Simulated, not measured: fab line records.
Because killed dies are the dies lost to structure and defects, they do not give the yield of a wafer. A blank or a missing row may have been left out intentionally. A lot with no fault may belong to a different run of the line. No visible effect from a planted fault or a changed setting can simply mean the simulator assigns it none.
Which tool was responsible? | flow nand_harc | route of 1302 steps, sampled at 1 step: 7 lots, 21 wafers

WHAT THE GAUGES READ, wafer by wafer
NHARC_A_DECK1_JOINT_INSPECT_05.
lot  | measured     | on                | raw_defect_count
L869 | day 12 23:47 | defect_inspect-02 | 225 203 297
L873 | day 14 09:49 | defect_inspect-01 | 682 665 347
L874 | day 14 22:40 | defect_inspect-02 | 289 512 318
L878 | day 16 14:32 | defect_inspect-02 | 392 263 225
L880 | day 16 21:47 | defect_inspect-02 | 165 212 137
L889 | day 21 11:08 | defect_inspect-01 | 281 157 161
L891 | day 22 01:17 | defect_inspect-01 | 295 216 231

TOOL THAT RAN EACH LOT (tool first, then ch and the chambers of the sampled wafers, then the start)
Before these readings, the record contains no process step.

THE ANSWER, worked out from the rows above alone
Rule: the usual values come from the lots themselves. The widest of any qualifying gaps counts: lots, ordered by their means at a reading, are off when they make up no more than a third of the lots, leave a main group of 4 or more, and stand apart from it by 3 or more times the standard deviation of that group's means. If all means in a main group match to the digits the tables above print for the reading, that group is not used. A lot without any number at a reading at which 4 lots or more have one is off too. All remaining lots with rows at the step are treated as sound.
No lot is off at any reading shown: from this, nothing can be told.

WHAT THE SIMULATOR HAD PUT IN
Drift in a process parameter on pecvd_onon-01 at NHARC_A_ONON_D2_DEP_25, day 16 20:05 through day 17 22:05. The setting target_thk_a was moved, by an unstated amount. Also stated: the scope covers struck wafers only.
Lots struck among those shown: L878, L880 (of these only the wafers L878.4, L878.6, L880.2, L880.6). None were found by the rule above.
